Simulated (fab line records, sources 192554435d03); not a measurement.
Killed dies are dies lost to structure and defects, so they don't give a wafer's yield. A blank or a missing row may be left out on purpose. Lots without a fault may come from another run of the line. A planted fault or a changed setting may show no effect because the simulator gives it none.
Split-lot experiment | flow n5_finfet | 7 lots, 21 wafers read, on a route of 1938 steps

THE SPLIT
At N5_PASSIVATION_ETCH_15 (etches SiCN in CF4/N2, target depth 75 nm, time 81.2 s), the setting bias_w was moved away from the recipe's 70 W on 9 of the 21 wafers read, by -17.0% to +10.8%. The other wafers ran this setting at the recipe's value.

The reading is taken at the split's own step.

THE READING
rf_vpp_V, in V, at N5_PASSIVATION_ETCH_15 (etches SiCN in CF4/N2, target depth 75 nm, time 81.2 s). Fault-free wafers of this fab line usually give 382.2 V, standard deviation 1.8 V.

wafer  | tool, chamber at the split | bias_w as run, W | against the recipe | rf_vpp_V, V | against lot-mates on the recipe
L074.1 | rie_diel-02, 1             | 76.1             | +8.7%              | 400.4       | no lot-mate on the recipe
L074.5 | rie_diel-02, 0             | 76.1             | +8.7%              | 403.6       | no lot-mate on the recipe
L074.6 | rie_diel-02, 3             | 76.1             | +8.7%              | 399.2       | no lot-mate on the recipe
L075.3 | rie_diel-02, 0             | 70               | recipe             | 382.9       | -
L075.4 | rie_diel-02, 1             | 70               | recipe             | 379.6       | -
L075.5 | rie_diel-02, 1             | 70               | recipe             | 381.4       | -
L080.1 | rie_diel-02, 1             | 77.59            | +10.8%             | 407.5       | +26.2
L080.2 | rie_diel-02, 2             | 70               | recipe             | 382.9       | -
L080.3 | rie_diel-02, 3             | 70               | recipe             | 379.7       | -
L084.2 | rie_diel-06, 0             | 70               | recipe             | 380.9       | -
L084.3 | rie_diel-06, 3             | 70               | recipe             | 385.4       | -
L084.5 | rie_diel-06, 2             | 70               | recipe             | 383.7       | -
L089.2 | rie_diel-01, 3             | 70               | recipe             | 381.1       | -
L089.5 | rie_diel-01, 0             | 70               | recipe             | 381.0       | -
L089.6 | rie_diel-01, 1             | 58.11            | -17.0%             | 339.9       | -41.2
L091.4 | rie_diel-06, 0             | 70               | recipe             | 381.2       | -
L091.5 | rie_diel-06, 3             | 62.09            | -11.3%             | 358.1       | -23.1
L091.6 | rie_diel-06, 0             | 62.09            | -11.3%             | 353.2       | -28.0
L095.3 | rie_diel-06, 0             | 76.83            | +9.8%              | 403.3       | +17.7
L095.4 | rie_diel-06, 1             | 76.83            | +9.8%              | 404.5       | +18.9
L095.5 | rie_diel-06, 3             | 70               | recipe             | 385.6       | -

THE FIT
A straight line over all 21 wafers: rf_vpp_V changes by +2.33 V for each +1% of bias_w; r = +0.99; the points scatter about the line by 2 V.
The same after taking each lot's own level away (the mean of its wafers on the recipe; 18 wafers): +2.25 V for each +1%; r = +0.99; scatter 2.1 V.
On that fit, the largest move of bias_w shifts the reading by 38 V.
The lots' own levels span 381.05 to 385.60 V, that is 2.5 times the standard deviation above.
So the lot-to-lot level changes the slope little: the two slopes agree.
Check: with one of the wafers moved furthest among these (-17.0%) left out of the fit, the line predicts -37.1 V for it against its lot-mates. It came out at -41.2 V against them.
Tool readings at the split's step, against how far the setting was moved: rf_vpp_V r = +0.99.

OTHER SPLITS ON THESE WAFERS
These wafers also went through other splits before the reading. Each is held against what the fit with the lots' levels taken away leaves over:
other split on the same wafers | wafers away from the commonest value | r with rf_vpp_V (lot level and that fit taken away)
N5_BEOL_M12_SPUTTER_44 time_s  | 4                                    | +0.00
N5_BEOL_M15_PEB_26 peb_temp_c  | 8                                    | -0.18
N5_MIM_BOT_ETCH_ETCH_04 time_s | 9                                    | -0.06

THE FILE'S OWN FIT
rf_vpp_V changes by +2.3 V for each +1% of bias_w, r = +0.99.
